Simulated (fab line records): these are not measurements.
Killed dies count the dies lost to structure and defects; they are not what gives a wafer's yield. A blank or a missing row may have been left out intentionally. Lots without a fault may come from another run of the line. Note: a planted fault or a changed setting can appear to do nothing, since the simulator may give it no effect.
The tool behind it: which one? || flow nandHarc || 33 wafers from 11 lots sampled at 6 of the route's 1302 steps

== WHAT THE GAUGES SHOWED, per wafer ==
NHARC_END_SORT_01.
{"lot": "L686", "measured": "day 24 23:40", "on": "prober-01", "killedAtPeriphery": "10 6 6"}
{"lot": "L695", "measured": "day 29 04:56", "on": "prober-01", "killedAtPeriphery": "394 422 415"}
{"lot": "L697", "measured": "day 29 10:42", "on": "prober-02", "killedAtPeriphery": "405 408 376"}
{"lot": "L702", "measured": "day 30 18:16", "on": "prober-01", "killedAtPeriphery": "1 1 2"}
{"lot": "L704", "measured": "day 32 04:08", "on": "prober-01", "killedAtPeriphery": "1 0 1"}
{"lot": "L707", "measured": "day 33 14:46", "on": "prober-02", "killedAtPeriphery": "5 2 2"}

== WHAT TOOL EACH LOT RAN ON (gives the tool, then ch and the chambers of the sampled wafers, and finally the start) ==
{"lot": "L686", "NHARC_P_BONDPAD_CMP_32": "cmp-01 ch 0,2, day 6 20:17", "NHARC_P_BONDPAD_ETCH_37": "rieDiel-05 ch 0,1,3, day 6 21:23", "NHARC_P_BONDPAD_ETCH_24": "rieDiel-08 ch 0,1,3, day 6 23:57 or earlier", "NHARC_P_BONDPAD_PRE_CLEAN_26": "pvdSputter-01, day 6 23:57 or earlier", "NHARC_P_BONDPAD_ACTIVATE_29": "rieDiel-05 ch 1,3, day 6 23:57"}
{"lot": "L695", "NHARC_P_BONDPAD_CMP_32": "cmp-01 ch 2,3, day 10 06:19", "NHARC_P_BONDPAD_ETCH_37": "rieDiel-12 ch 1,2,3, day 10 07:27", "NHARC_P_BONDPAD_ETCH_24": "rieDiel-05 ch 1,2, day 10 13:32 or earlier", "NHARC_P_BONDPAD_PRE_CLEAN_26": "pvdSputter-03, day 10 13:32 or earlier", "NHARC_P_BONDPAD_ACTIVATE_29": "rieDiel-05 ch 1,2,3, day 10 13:32"}
{"lot": "L697", "NHARC_P_BONDPAD_CMP_32": "cmp-01 ch 2,3, day 10 23:01", "NHARC_P_BONDPAD_ETCH_37": "rieDiel-12 ch 1,3, day 11 00:08", "NHARC_P_BONDPAD_ETCH_24": "rieDiel-05 ch 1,2, day 11 00:39", "NHARC_P_BONDPAD_PRE_CLEAN_26": "pvdSputter-01, day 11 05:18 or earlier", "NHARC_P_BONDPAD_ACTIVATE_29": "rieDiel-12 ch 1,2, day 11 05:18"}
{"lot": "L702", "NHARC_P_BONDPAD_CMP_32": "cmp-03 ch 0,1,3, day 13 06:23", "NHARC_P_BONDPAD_ETCH_37": "rieDiel-08 ch 0,1,3, day 13 07:22", "NHARC_P_BONDPAD_ETCH_24": "rieDiel-08 ch 0,1, day 13 09:59 or earlier", "NHARC_P_BONDPAD_PRE_CLEAN_26": "pvdSputter-03, day 13 09:59 or earlier", "NHARC_P_BONDPAD_ACTIVATE_29": "rieDiel-08 ch 0,3, day 13 09:59"}
{"lot": "L703", "NHARC_P_BONDPAD_CMP_32": "cmp-03 ch 1,2, day 13 16:07", "NHARC_P_BONDPAD_ETCH_37": "rieDiel-12 ch 0,2,3, day 13 17:08", "NHARC_P_BONDPAD_ETCH_24": "rieDiel-08 ch 0,2,3, day 13 19:46 or earlier", "NHARC_P_BONDPAD_PRE_CLEAN_26": "pvdSputter-03, day 13 19:46 or earlier", "NHARC_P_BONDPAD_ACTIVATE_29": "rieDiel-08 ch 2,3, day 13 19:46"}
{"lot": "L704", "NHARC_P_BONDPAD_CMP_32": "cmp-03 ch 0,1,3, day 14 03:27", "NHARC_P_BONDPAD_ETCH_37": "rieDiel-12 ch 0,1, day 14 04:31", "NHARC_P_BONDPAD_ETCH_24": "rieDiel-08 ch 0,1,3, day 14 07:07 or earlier", "NHARC_P_BONDPAD_PRE_CLEAN_26": "pvdSputter-01, day 14 07:07 or earlier", "NHARC_P_BONDPAD_ACTIVATE_29": "rieDiel-12 ch 0,1,2, day 14 07:07"}
{"lot": "L705", "NHARC_P_BONDPAD_CMP_32": "cmp-02 ch 2,3, day 14 07:11", "NHARC_P_BONDPAD_ETCH_37": "rieDiel-08 ch 1,2, day 14 08:16", "NHARC_P_BONDPAD_ETCH_24": "rieDiel-05 ch 0,1,3, day 14 10:51 or earlier", "NHARC_P_BONDPAD_PRE_CLEAN_26": "pvdSputter-03, day 14 10:51 or earlier", "NHARC_P_BONDPAD_ACTIVATE_29": "rieDiel-05 ch 1,2, day 14 10:51"}
{"lot": "L706", "NHARC_P_BONDPAD_CMP_32": "cmp-01 ch 2,3, day 14 21:37", "NHARC_P_BONDPAD_ETCH_37": "rieDiel-12 ch 0,3, day 14 22:43", "NHARC_P_BONDPAD_ETCH_24": "rieDiel-05 ch 0,2, day 15 01:13 or earlier", "NHARC_P_BONDPAD_PRE_CLEAN_26": "pvdSputter-02, day 15 01:13 or earlier", "NHARC_P_BONDPAD_ACTIVATE_29": "rieDiel-08 ch 0,2, day 15 01:13"}
{"lot": "L707", "NHARC_P_BONDPAD_CMP_32": "cmp-02 ch 1,3, day 15 08:17", "NHARC_P_BONDPAD_ETCH_37": "rieDiel-12 ch 0,1,3, day 15 09:23", "NHARC_P_BONDPAD_ETCH_24": "rieDiel-08 ch 1,2, day 15 12:21 or earlier", "NHARC_P_BONDPAD_PRE_CLEAN_26": "pvdSputter-01, day 15 12:21 or earlier", "NHARC_P_BONDPAD_ACTIVATE_29": "rieDiel-05 ch 1,3, day 15 12:21"}
{"lot": "L708", "NHARC_P_BONDPAD_CMP_32": "cmp-01 ch 0,1,3, day 15 13:02", "NHARC_P_BONDPAD_ETCH_37": "rieDiel-12 ch 0,2,3, day 15 14:08", "NHARC_P_BONDPAD_ETCH_24": "rieDiel-05 ch 0,1,3, day 15 16:41 or earlier", "NHARC_P_BONDPAD_PRE_CLEAN_26": "pvdSputter-01, day 15 16:41 or earlier", "NHARC_P_BONDPAD_ACTIVATE_29": "rieDiel-08 ch 0,2,3, day 15 16:41"}
{"lot": "L709", "NHARC_P_BONDPAD_CMP_32": "cmp-02 ch 0,1,2, day 16 04:53", "NHARC_P_BONDPAD_ETCH_37": "rieDiel-12 ch 0,1, day 16 05:59", "NHARC_P_BONDPAD_ETCH_24": "rieDiel-05 ch 1,2,3, day 16 08:34 or earlier", "NHARC_P_BONDPAD_PRE_CLEAN_26": "pvdSputter-03, day 16 08:34 or earlier", "NHARC_P_BONDPAD_ACTIVATE_29": "rieDiel-05 ch 0,2, day 16 08:34"}
- NHARC_P_BONDPAD_CMP_32: polishes SiCN, target thk 200 nm.
- NHARC_P_BONDPAD_ETCH_37: etches the open film in N2/H2, target depth 60 nm, overetch 18 nm, time 65.91 s.
- NHARC_P_BONDPAD_ETCH_24: etches the open film in CF4/N2, target depth 30 nm, time 72.99 s.
- NHARC_P_BONDPAD_PRE_CLEAN_26: time 30 s.
- NHARC_P_BONDPAD_ACTIVATE_29: chemistry N2, time 60 s.

== THE ANSWER, worked out from the rows above alone ==
Rule: usual is defined by the lots themselves. Put in order of their means at a reading, lots are off if they are a third of the lots or fewer, leave a main group of 4 or more, and stand apart from it by a gap of 3 or more times the standard deviation of the main group's means; of several such gaps the widest counts. A main group whose means are all the same, to the digits that the tables above print for the reading, isn't used. A lot without any number at a reading at which 4 lots or more have one is off too. Where the step has rows for the other lots, those lots are counted as sound.
Off at NHARC_END_SORT_01 (killedAtPeriphery): L695, L697. Main group: mean 3.1, sd 2.6. Neither off nor sound, because the step has no rows for them: L703, L705, L706, L708, L709.
If a tool, at a process step before that reading, ran all the lots that are off and no sound lot after the first of them, it fits. The gauges at NHARC_END_SORT_01 are tried like those tools. Because NHARC_P_BONDPAD_ETCH_24 lacks a start for some lots, the hours and order of its lots are taken from NHARC_P_BONDPAD_ACTIVATE_29. Because NHARC_P_BONDPAD_PRE_CLEAN_26 lacks a start for some lots, the hours and order of its lots are taken from NHARC_P_BONDPAD_ACTIVATE_29. 2 tools fit, cmp-01 at NHARC_P_BONDPAD_CMP_32 and rieDiel-05 at NHARC_P_BONDPAD_ETCH_24, so this cannot tell which one it is.

== WHAT THE SIMULATOR HAD PUT IN ==
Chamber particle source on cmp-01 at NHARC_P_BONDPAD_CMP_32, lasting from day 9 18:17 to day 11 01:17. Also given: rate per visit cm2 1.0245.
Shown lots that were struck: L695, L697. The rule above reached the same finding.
